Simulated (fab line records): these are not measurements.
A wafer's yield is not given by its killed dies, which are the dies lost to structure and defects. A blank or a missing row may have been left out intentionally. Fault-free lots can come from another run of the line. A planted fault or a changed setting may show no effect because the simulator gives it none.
fab line records	flow nand_harc	part 1 of 2: steps 1 to 4 of 6
[record] lots = 21	wafers = 63	last_day = 33
route steps=1302 shown A_CHANNEL_FILL_D2@614 A_STAIRCASE@650
lots that met no fault: taken from a fault-free run of the same line
start_h: hours from the record's opening day to when the first of the lot's shown wafers began	wait_h: hours from the lot's prior step to this one	" the same as in the row above	L1.1+2: one row covering several wafers at once	- no value, or no start given	* or withheld: withheld	< > ~ a bound
route shown NAME@n: names a module that has steps shown in the file, with the first one's number in the route	usual: mean/standard deviation taken from wafers without a fault	same: alike in all rows	chamber/n: place in a boat	sites: the reading at each site	_std_site: standard deviation of those values	_edge_site: mean of outer sites minus mean of inner sites	radius_mm: for every site, how far away it sits from the centre of the wafer	mask NAME#n: copy n	behind: the most recent tool/chamber to have shaped the wafer	hold: why the lot was held/for how many hours/how that ended	device: the transistor (n, p or np) that didn't switch	end of line: at the end of the route, the tests of the same wafers	where a step has no rows: the recipe by itself	killed: the dies lost at the first sort to structure and to defects; this is not the yield of the wafer	map: per-die view of a wafer (x killed, . not killed, _ where there is no die)
set.NAME: the setting as run; set.NAME@STEP: as run at that earlier step	model.NAME: the simulator's own value behind a step, which no gauge read
route steps across a sampled set of lots; one table per step, one row per wafer
services: the hour from which a tool's chamber was out of use, counted from the record's first day as start_h (under 0 if before that day), plus the number of hours and why
[[steps]]
[step NHARC_A_CHANNEL_FILL_D2_ALD_14]
[recipe] target_thk_a = 25	pulse_time_s = 10	ald_cycles = 25	temp_c = 300	material = SiO2
[usual] heater_power_w = 486/46	precursor_pulse_height_rel = 0.999/0.02
[same] pulse_time_s = 10
lot.wafer	tool	chamber	start_h	wait_h	heater_power_w	precursor_pulse_height_rel
L074.2	ald_hk-03	3	314.17	0.0	554	0.992
L074.1	"	2	"	"	479	1.005
L074.6	"	0	"	"	499	1.044
L075.3	ald_hk-04	2	314.21	0.1	491	1.000
L075.1	"	0	"	"	438	0.989
L075.6	"	1	"	"	470	0.973
L076.3	ald_hk-02	1	328.99	0.1	502	0.995
L076.4	"	2	"	"	398	1.007
L076.2	"	3	"	"	497	0.998
L077.1	ald_hk-03	3	334.75	0.2	578	1.000
L077.6	"	0	"	"	489	0.988
L077.5	"	1	"	"	501	0.981
L078.4	ald_hk-04	1	347.89	0.1	472	1.036
L078.6	"	0	"	"	440	1.008
L078.5	"	1	"	"	461	1.012
L079.2	ald_hk-04	2	352.94	0.0	498	1.006
L079.5	"	2	"	"	493	1.002
L079.6	"	3	"	"	584	1.035
L080.1	ald_hk-03	2	365.35	0.1	486	1.024
L080.4	"	3	"	"	583	0.993
L080.6	"	0	"	"	489	1.005
L081.1	ald_hk-02	1	369.72	0.1	470	1.010
L081.3	"	3	"	"	494	0.983
L081.6	"	0	"	"	439	1.005
L082.1	ald_hk-02	0	391.24	0.0	446	1.017
L082.4	"	1	"	"	473	1.003
L082.2	"	2	"	"	384	0.987
L083.1	ald_hk-02	1	399.22	4.5	473	1.021
L083.6	"	2	"	"	390	0.971
L083.5	"	3	"	"	494	0.993
L084.3	ald_hk-03	3	412.61	0.1	558	0.979
L084.2	"	0	"	"	511	1.002
L084.5	"	2	"	"	477	0.999
L085.2	ald_hk-02	2	418.41	0.0	389	1.017
L085.4	"	0	"	"	429	1.026
L085.5	"	2	"	"	366	0.978
L086.1	ald_hk-04	1	418.41	0.0	480	1.041
L086.2	"	2	"	"	500	1.035
L086.3	"	3	"	"	585	1.006
L087.4	ald_hk-02	0	434.88	1.2	446	0.998
L087.5	"	0	"	"	460	1.001
L087.6	"	1	"	"	468	0.976
L088.4	ald_hk-03	0	456.45	0.5	491	0.971
L088.1	"	1	"	"	486	1.001
L088.3	"	3	"	"	556	0.990
L090.1	ald_hk-03	3	478.63	0.1	560	1.029
L090.3	"	0	"	"	514	1.006
L090.5	"	2	"	"	477	0.994
L094.4	ald_hk-04	1	510.59	0.0	490	0.995
L094.1	"	3	"	"	601	0.991
L094.6	"	2	"	"	508	0.942
L095.1	ald_hk-04	0	510.81	0.3	454	0.994
L095.2	"	2	"	"	505	1.017
L095.5	"	0	"	"	457	0.961
L096.1	ald_hk-03	1	516.58	0.0	494	1.024
L096.3	"	0	"	"	501	1.017
L096.6	"	2	"	"	480	1.022
L093.1	ald_hk-02	3	516.69	0.2	497	0.982
L093.5	"	0	"	"	438	0.988
L093.6	"	1	"	"	468	0.966
L097.4	ald_hk-03	1	548.61	0.3	491	0.982
L097.2	"	2	"	"	480	0.982
L097.1	"	0	"	"	497	0.971
[step NHARC_A_CHANNEL_FILL_D2_STRIP_28]
[recipe] time_s = 20	o2_flow_sccm = 500	ar_flow_sccm = 0	bias_w = 0	chemistry = O2
[usual] drypump_motor_current_A = 5.8/0.33	oes_product_au = 0.999/0.0083	rf_vpp_V = 57.7/0.95	showerhead_plenum_p_Torr = 3.47/0.16	throttle_valve_pct = 17.035/0.0097
lot.wafer	tool	chamber	start_h	wait_h	drypump_motor_current_A	oes_product_au	rf_hours_counter_h	rf_vpp_V	showerhead_plenum_p_Torr	throttle_valve_pct
L075.1	rie_diel-08	2	330.99	0.1	5.3	1.011	4	57.9	3.31	17.041
L075.3	"	0	"	"	6.2	1.004	4	56.5	3.54	17.032
L075.6	"	2	"	"	5.3	0.998	-	57.7	3.31	17.052
L074.1	rie_diel-03	2	331.01	0.1	6.0	1.002	7	57.2	3.32	17.036
L074.2	"	1	"	"	6.4	1.002	6	58.4	3.73	17.024
L074.6	"	1	"	"	6.4	0.998	-	57.5	3.73	17.032
L076.4	rie_diel-06	1	345.63	0.1	5.7	0.995	0	57.6	3.49	17.032
L076.2	"	2	"	"	6.0	0.994	0	58.2	3.77	17.039
L076.3	"	3	"	"	5.2	1.001	0	57.4	3.34	17.050
L077.1	rie_diel-08	0	352.50	0.1	6.2	0.988	5	57.8	3.54	17.035
L077.6	"	3	"	"	5.7	0.993	-	56.7	3.43	17.038
L077.5	"	0	"	"	6.2	1.004	-	57.9	3.54	17.054
L078.4	rie_diel-08	0	367.58	0.1	6.2	1.004	5	58.6	3.54	17.018
L078.5	"	1	"	"	5.8	1.006	-	57.7	3.54	17.032
L078.6	"	2	"	"	5.3	1.008	-	57.8	3.31	17.038
L079.2	rie_diel-03	1	367.60	0.1	6.4	0.988	16	58.5	3.73	17.034
L079.6	"	2	"	"	5.9	1.003	-	55.9	3.32	17.037
L079.5	"	0	"	"	5.7	0.992	-	55.0	3.33	17.027
L080.1	rie_diel-03	2	382.17	0.1	6.0	1.001	18	57.8	3.32	17.034
L080.4	"	1	"	"	6.3	0.996	-	57.1	3.73	17.040
L080.6	"	2	"	"	6.0	1.002	-	55.6	3.32	17.031
L081.3	rie_diel-06	1	387.86	0.1	5.8	1.004	2	58.6	3.49	17.035
L081.1	"	3	"	"	5.2	1.004	2	58.7	3.34	17.032
L081.6	"	1	"	"	5.8	0.993	-	57.0	3.49	17.037
L082.2	rie_diel-06	2	411.50	0.1	6.0	0.995	3	57.8	3.77	17.037
L082.4	"	0	"	"	5.6	1.003	3	58.3	3.31	17.019
L082.1	"	1	"	"	5.7	0.992	3	57.0	3.49	17.036
L083.1	rie_diel-06	2	416.45	0.1	6.0	1.007	3	58.2	3.77	17.030
L083.5	"	1	"	"	5.8	1.002	-	56.1	3.49	17.051
L083.6	"	2	"	"	6.0	1.001	-	58.3	3.77	17.033
L084.3	rie_diel-06	3	430.50	0.1	5.2	0.993	3	58.6	3.34	17.027
L084.2	"	1	"	"	5.7	0.992	3	57.6	3.49	17.031
L084.5	"	2	"	"	6.1	0.990	-	57.3	3.77	17.023
L086.1	rie_diel-03	1	436.30	0.1	6.3	0.980	30	58.8	3.72	17.047
L086.3	"	2	"	"	6.0	1.011	31	57.1	3.31	17.047
L086.2	"	3	"	"	6.2	0.991	14	57.0	3.71	17.039
L085.2	rie_diel-06	3	436.30	0.1	5.3	0.989	3	56.7	3.34	17.044
L085.4	"	0	"	"	5.6	0.991	3	57.2	3.31	17.027
L085.5	"	0	"	"	5.6	0.981	-	58.0	3.31	17.055
L087.4	rie_diel-08	3	451.75	0.1	5.7	1.007	2	57.7	3.43	17.033
L087.6	"	2	"	"	5.3	0.997	-	56.5	3.31	17.038
L087.5	"	3	"	"	5.8	1.002	-	57.5	3.43	17.033
L088.4	rie_diel-06	1	474.26	0.1	5.7	1.003	5	58.1	3.49	17.033
L088.3	"	2	"	"	6.0	0.998	4	58.8	3.77	17.030
L088.1	"	0	"	"	5.6	0.997	5	56.3	3.31	17.046
L090.3	rie_diel-06	2	495.75	0.1	6.0	0.998	0	59.1	3.77	17.042
L090.1	"	1	"	"	5.7	0.998	0	58.6	3.49	17.033
L090.5	"	3	"	"	5.3	0.994	-	57.2	3.34	17.031
L094.4	rie_diel-08	1	527.96	0.1	5.8	1.004	4	56.8	3.54	17.024
L094.1	"	2	"	"	5.3	0.999	4	57.6	3.31	17.041
L094.6	"	0	"	"	6.2	0.999	-	57.3	3.53	17.026
L095.1	rie_diel-06	0	527.96	0.1	5.6	0.995	1	56.5	3.31	17.041
L095.2	"	1	"	"	5.7	0.985	1	56.5	3.49	17.031
L095.5	"	3	"	"	5.2	0.994	-	56.7	3.34	17.034
L096.1	rie_diel-06	1	533.44	0.1	5.7	0.983	1	57.6	3.49	17.036
L096.3	"	2	"	"	6.0	1.004	1	57.9	3.77	17.032
L096.6	"	0	"	"	5.6	0.992	-	56.6	3.31	17.052
L093.1	rie_diel-08	3	533.44	0.1	5.7	1.010	4	57.5	3.43	17.023
L093.5	"	0	"	"	6.2	1.000	-	59.0	3.53	17.024
L093.6	"	1	"	"	5.8	1.005	-	57.3	3.54	17.047
L097.4	rie_diel-08	3	565.14	0.1	5.7	1.006	0	57.9	3.43	17.042
L097.2	"	0	"	"	6.1	1.000	1	57.4	3.53	17.036
L097.1	"	1	"	"	5.8	1.006	1	55.3	3.54	17.020
[step NHARC_A_CHANNEL_FILL_D2_RTA_24]
[recipe] temp_c = 1000	time_s = 5
[usual] lamp_power_pct = 31.2/1.8	lamp_zone_1_pct = 31.2/1.8	lamp_zone_4_pct = 31.2/1.8	lamp_zone_6_pct = 31.1/1.8	wafer_temp_C_max = 1005.7/2
lot.wafer	tool	chamber	start_h	wait_h	lamp_power_pct	lamp_zone_1_pct	lamp_zone_4_pct	lamp_zone_6_pct	wafer_temp_C_max
L074.1	rtp_anneal-02	0	355.53	0.0	32.8	32.7	32.7	32.7	1003.4
L074.2	"	0	"	"	32.7	32.8	32.8	32.7	1005.2
L074.6	"	0	"	"	32.7	32.8	32.7	32.7	1005.4
L075.1	rtp_anneal-01	0	355.60	0.1	29.1	29.0	29.0	29.0	1009.2
L075.3	"	0	"	"	29.1	29.1	29.1	29.0	1008.6
L075.6	"	0	"	"	29.1	29.0	29.0	29.0	1007.5
L076.2	rtp_anneal-02	0	369.40	0.1	32.7	32.8	32.8	32.7	1003.8
L076.3	"	0	"	"	32.8	32.8	32.8	32.8	1004.8
L076.4	"	0	"	"	32.8	32.8	32.8	32.7	1004.7
L077.1	rtp_anneal-02	0	375.50	0.0	32.7	32.7	32.8	32.7	1004.4
L077.5	"	0	"	"	32.7	32.8	32.8	32.7	1004.5
L077.6	"	0	"	"	32.8	32.7	32.8	32.7	1006.1
L079.2	rtp_anneal-02	0	390.98	0.1	32.8	32.7	32.7	32.8	1003.8
L079.5	"	0	"	"	32.8	32.8	32.8	32.7	1005.5
L079.6	"	0	"	"	32.8	32.8	32.8	32.8	1005.5
L078.4	rtp_anneal-02	0	391.21	0.3	32.8	32.8	32.8	32.7	1003.3
L078.5	"	0	"	"	32.8	32.8	32.8	32.7	1005.3
L078.6	"	0	"	"	32.8	32.8	32.8	32.7	1005.4
L080.1	rtp_anneal-01	0	405.76	0.0	29.0	29.0	29.0	28.9	1005.8
L080.4	"	0	"	"	29.0	29.0	29.0	28.9	1006.8
L080.6	"	0	"	"	29.1	29.0	29.0	29.0	1007.1
L081.1	rtp_anneal-02	0	413.40	0.0	32.7	32.7	32.8	32.7	1003.4
L081.3	"	0	"	"	32.8	32.8	32.8	32.7	1006.3
L081.6	"	0	"	"	32.8	32.8	32.8	32.7	1004.6
L082.1	rtp_anneal-01	0	434.82	0.0	29.0	29.0	29.1	29.0	1006.9
L082.2	"	0	"	"	29.1	29.1	29.0	29.0	1008.6
L082.4	"	0	"	"	29.0	29.0	29.0	28.9	1008.5
L083.1	rtp_anneal-01	0	441.44	0.0	29.0	29.1	29.0	28.9	1007.6
L083.5	"	0	"	"	29.0	29.0	29.0	29.0	1007.5
L083.6	"	0	"	"	29.0	29.0	29.0	28.9	1008.6
L084.2	rtp_anneal-01	0	454.58	0.1	29.0	29.1	29.0	29.0	1008.1
L084.3	"	0	"	"	29.1	29.0	29.1	29.0	1007.4
L084.5	"	0	"	"	29.0	29.0	29.0	29.0	1007.6
L086.1	rtp_anneal-01	0	460.33	0.0	29.1	29.1	29.0	28.9	1008.8
L086.2	"	0	"	"	29.1	29.0	29.1	29.0	1009.8
L086.3	"	0	"	"	29.1	29.1	29.0	29.0	1007.5
L085.2	rtp_anneal-02	0	460.36	0.1	32.8	32.8	32.8	32.7	1003.3
L085.4	"	0	"	"	32.8	32.8	32.8	32.7	1003.3
L085.5	"	0	"	"	32.8	32.8	32.7	32.7	1003.9
L087.4	rtp_anneal-01	0	475.47	0.1	29.1	29.1	29.0	28.9	1006.9
L087.5	"	0	"	"	29.1	29.1	29.1	29.0	1009.2
L087.6	"	0	"	"	29.0	29.1	29.1	29.0	1009.5
L088.1	rtp_anneal-02	0	498.93	0.0	32.8	32.7	32.8	32.7	1003.4
L088.3	"	0	"	"	32.7	32.7	32.8	32.7	1005.3
L088.4	"	0	"	"	32.7	32.7	32.8	32.6	1005.3
L090.1	rtp_anneal-01	0	519.91	0.0	29.0	29.0	29.0	29.0	1007.5
L090.3	"	0	"	"	29.0	29.1	29.0	29.0	1009.9
L090.5	"	0	"	"	29.0	29.0	29.0	28.9	1008.4
L095.1	rtp_anneal-02	0	551.05	0.1	32.7	32.8	32.7	32.7	1004.9
L095.2	"	0	"	"	32.8	32.8	32.8	32.7	1004.4
L095.5	"	0	"	"	32.8	32.8	32.8	32.7	1004.4
L094.1	rtp_anneal-01	0	551.16	0.2	29.0	29.0	29.0	29.0	1008.7
L094.4	"	0	"	"	29.0	29.1	29.0	29.0	1011.2
L094.6	"	0	"	"	29.1	29.0	29.0	29.0	1009.5
L093.1	rtp_anneal-02	0	556.99	0.0	32.7	32.8	32.7	32.7	1004.4
L093.5	"	0	"	"	32.7	32.7	32.8	32.7	1005.0
L093.6	"	0	"	"	32.8	32.8	32.8	32.7	1003.9
L096.1	rtp_anneal-02	0	557.16	0.2	32.8	32.8	32.7	32.7	1005.6
L096.3	"	0	"	"	32.7	32.7	32.8	32.7	1004.8
L096.6	"	0	"	"	32.8	32.7	32.7	32.7	1006.1
L097.1	rtp_anneal-01	0	588.79	0.0	29.0	29.0	29.0	29.0	1006.2
L097.2	"	0	"	"	29.1	29.1	29.0	29.0	1006.0
L097.4	"	0	"	"	29.1	29.1	29.1	29.0	1007.3
[step NHARC_A_STAIRCASE_DESCUM_168]
[recipe] time_s = 3	o2_flow_sccm = 200	ar_flow_sccm = 0	bias_power_w = 0	chemistry = O2
[usual] drypump_motor_current_A = 5.6/0.47	oes_product_au = 1.004/0.0072	rf_vpp_V = 57.9/0.95	showerhead_plenum_p_Torr = 1.93/0.075	throttle_valve_pct = 11.311/0.01
lot.wafer	tool	chamber	start_h	wait_h	drypump_motor_current_A	oes_product_au	rf_hours_counter_h	rf_vpp_V	showerhead_plenum_p_Torr	throttle_valve_pct
L074.1	rie_diel-05	2	356.78	-	4.8	1.001	43	56.2	2.03	11.329
L074.2	"	3	"	"	5.3	1.007	39	57.4	1.85	11.327
L074.6	"	3	"	"	5.3	1.004	-	58.3	1.85	11.320
L075.3	rie_diel-10	3	356.94	-	5.8	1.003	36	57.3	1.85	11.315
L075.1	"	1	"	"	6.4	1.001	37	56.3	1.96	11.307
L075.6	"	3	"	"	5.9	1.007	-	58.1	1.86	11.297
L076.3	rie_diel-05	1	370.62	-	6.0	1.012	46	58.7	1.81	11.311
L076.4	"	3	"	"	5.3	1.016	42	57.6	1.85	11.318
L076.2	"	0	"	"	5.2	1.001	42	58.4	1.95	11.308
L077.1	rie_diel-01	1	376.95	-	6.1	0.999	53	58.6	2.04	11.304
L077.5	"	0	"	"	5.5	1.012	-	57.6	1.95	11.305
L077.6	"	1	"	"	6.2	1.004	-	59.6	2.04	11.320
L079.2	rie_diel-10	3	392.42	-	5.8	0.995	48	58.3	1.85	11.319
L079.5	"	2	"	"	5.8	0.990	-	58.7	2.02	11.312
L079.6	"	3	"	"	5.9	0.995	-	57.6	1.85	11.329
L078.4	rie_diel-01	0	392.71	-	5.5	1.010	1	57.5	1.95	11.296
L078.5	"	2	"	"	5.5	1.008	-	58.4	1.93	11.300
L078.6	"	3	"	"	5.9	1.021	-	58.2	1.95	11.306
L080.1	rie_diel-10	3	406.90	-	5.9	1.004	52	57.5	1.85	11.320
L080.4	"	0	"	"	5.0	1.006	47	57.9	1.93	11.298
L080.6	"	1	"	"	6.5	1.003	-	58.4	1.96	11.305
L081.1	rie_diel-10	1	414.79	-	6.4	0.991	54	56.7	1.96	11.315
L081.3	"	2	"	"	5.8	1.003	54	59.7	2.02	11.314
L081.6	"	3	"	"	5.9	0.992	-	57.2	1.85	11.331
L082.2	rie_diel-10	2	435.96	-	5.8	1.005	1	59.8	2.02	11.321
L082.4	"	3	"	"	5.9	1.006	1	56.8	1.85	11.318
L082.1	"	0	"	"	5.0	1.008	1	56.3	1.93	11.315
L083.1	rie_diel-10	3	442.69	-	5.9	1.003	3	58.9	1.85	11.301
L083.6	"	2	"	"	5.8	0.997	-	58.8	2.02	11.300
L083.5	"	1	"	"	6.4	1.010	-	57.8	1.96	11.310
L084.3	rie_diel-05	3	455.81	-	5.3	1.003	15	59.8	1.84	11.320
L084.2	"	1	"	"	6.0	0.997	12	56.8	1.80	11.312
L084.5	"	3	"	"	5.3	1.007	-	56.6	1.84	11.307
L085.4	rie_diel-05	0	461.59	-	5.3	1.006	14	59.0	1.95	11.319
L085.2	"	1	"	"	6.0	1.002	13	58.0	1.80	11.313
L085.5	"	0	"	"	5.2	1.010	-	58.4	1.95	11.305
L086.1	rie_diel-01	3	461.75	-	5.8	1.007	24	57.6	1.94	11.312
L086.3	"	1	"	"	6.1	1.009	23	57.7	2.03	11.312
L086.2	"	2	"	"	5.5	1.016	27	57.7	1.92	11.304
L087.4	rie_diel-01	2	476.65	-	5.5	1.014	33	55.8	1.92	11.298
L087.6	"	0	"	"	5.5	1.001	-	57.9	1.94	11.326
L087.5	"	1	"	"	6.1	1.002	-	59.1	2.03	11.301
L088.3	rie_diel-05	3	500.17	-	5.3	0.992	27	57.6	1.84	11.310
L088.1	"	0	"	"	5.3	1.002	25	59.0	1.94	11.314
L088.4	"	1	"	"	6.1	0.995	23	58.6	1.79	11.302
L090.1	rie_diel-01	3	521.20	-	5.9	1.007	44	58.0	1.94	11.292
L090.3	"	0	"	"	5.5	1.002	41	58.4	1.94	11.302
L090.5	"	2	"	"	5.5	1.011	-	58.2	1.92	11.317
L095.1	rie_diel-05	0	552.17	-	5.3	0.997	37	57.5	1.94	11.296
L095.2	"	3	"	"	5.3	1.006	39	58.4	1.83	11.313
L095.5	"	0	"	"	5.2	1.007	-	59.8	1.94	11.292
L094.4	rie_diel-01	1	552.40	-	6.1	0.998	53	58.5	2.02	11.319
L094.1	"	3	"	"	5.9	0.999	54	58.0	1.93	11.305
L094.6	"	2	"	"	5.5	1.008	-	58.9	1.91	11.290
L093.1	rie_diel-10	3	558.26	-	5.9	1.013	48	55.8	1.83	11.303
L093.6	"	0	"	"	5.0	1.010	-	58.6	1.92	11.302
L093.5	"	1	"	"	6.4	1.004	-	58.6	1.94	11.346
L096.1	rie_diel-10	3	558.29	-	5.8	1.016	48	56.7	1.83	11.313
L096.3	"	1	"	"	6.4	1.005	43	57.8	1.94	11.316
L096.6	"	3	"	"	5.9	1.018	-	56.5	1.83	11.314
L097.1	rie_diel-10	0	590.31	-	5.0	1.008	52	57.8	1.91	11.314
L097.2	"	1	"	"	6.4	1.012	54	58.5	1.94	11.332
L097.4	"	2	"	"	5.8	1.003	57	57.6	2.00	11.303
